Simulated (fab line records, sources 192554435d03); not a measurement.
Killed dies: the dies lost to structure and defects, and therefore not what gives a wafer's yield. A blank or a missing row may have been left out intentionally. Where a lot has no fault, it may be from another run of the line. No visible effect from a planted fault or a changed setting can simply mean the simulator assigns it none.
Matching of chambers    flow n5_finfet    N5_BEOL_M14_ILD_DEP_00 on pecvd-04: 3 sister chambers
The step deposits SiO2 from TEOS/O2, target thk 1119.3 nm, time 237.4 s. 33 wafers are shown with their chamber, then 12 later ones without.

== EACH WAFER AND ITS CHAMBER ==
wafer   chamber  throttle_valve_pct (%)  heater_power_w (W)  showerhead_plenum_p_Torr (Torr)
L077.2  0        18.4                    863                 8.32
L077.4  0        18.4                    696                 8.34
L077.6  1        19.3                    376                 8.25
L078.4  0        18.2                    703                 8.35
L078.5  2        20.7                    587                 8.33
L078.6  1        19.1                    379                 8.27
L080.2  0        18.5                    826                 8.30
L080.3  1        19.2                    478                 8.27
L080.6  2        20.7                    631                 8.32
L081.1  0        18.6                    820                 8.33
L081.4  0        18.5                    896                 8.30
L081.5  2        21.2                    581                 8.29
L084.1  1        19.5                    508                 8.25
L084.2  2        21.2                    579                 8.32
L084.3  0        18.6                    841                 8.30
L084.4  0        18.4                    896                 8.32
L084.5  2        20.9                    618                 8.31
L084.6  1        19.5                    386                 8.26
L086.2  2        20.9                    628                 8.31
L086.4  2        20.6                    474                 8.29
L086.5  0        18.2                    707                 8.32
L087.1  0        18.4                    709                 8.32
L087.5  0        18.4                    835                 8.32
L087.6  2        21.0                    572                 8.31
L088.4  0        18.2                    695                 8.33
L088.5  2        20.7                    585                 8.30
L088.6  1        19.4                    500                 8.26
L092.1  0        18.3                    861                 8.33
L092.2  2        21.3                    566                 8.31
L092.3  2        20.9                    633                 8.33
L092.4  0        18.3                    700                 8.31
L092.5  2        21.0                    477                 8.32
L092.6  0        18.5                    804                 8.32

SIGNATURES (means of the wafers above)
reading                   chamber 0  chamber 1  chamber 2  scatter within a chamber
throttle_valve_pct        18.393     19.333     20.925     0.177
heater_power_w            790.13     437.83     577.58     67.9
showerhead_plenum_p_Torr  8.3207     8.2600     8.3117     0.0132
Rule: a wafer's distance from a chamber is the root of the sum, over the readings, of the square of ((its reading less the chamber's mean) divided by the reading's scatter). The wafer belongs to the nearest chamber; if the next one is less than 2 further off, it can't be placed. The scatter is the square root of a quotient: the sum, over the shown wafers, of each reading's squared deviation from its chamber's mean, divided by wafers minus chambers.

== WAFERS MISSING THEIR CHAMBER ==
wafer   throttle_valve_pct (%)  heater_power_w (W)  showerhead_plenum_p_Torr (Torr)
L093.2  18.5                    735                 8.33
L093.3  19.4                    508                 8.27
L093.6  19.3                    379                 8.27
L095.2  19.3                    431                 8.28
L095.4  19.3                    480                 8.27
L095.5  18.7                    698                 8.31
L096.1  18.5                    888                 8.34
L096.2  21.4                    518                 8.32
L096.3  19.5                    389                 8.26
L096.4  19.5                    451                 8.25
L096.5  21.2                    561                 8.31
L096.6  18.6                    707                 8.30

== WHICH CHAMBER EACH ONE RAN IN ==
wafer   from the rows above  in truth
L093.2  0                    0
L093.3  1                    1
L093.6  1                    1
L095.2  1                    1
L095.4  1                    1
L095.5  0                    0
L096.1  0                    0
L096.2  2                    2
L096.3  1                    1
L096.4  1                    1
L096.5  2                    2
L096.6  0                    0
Correctly placed: 12 of 12. Number that these rows cannot place: 0. Placed wrongly: 0.
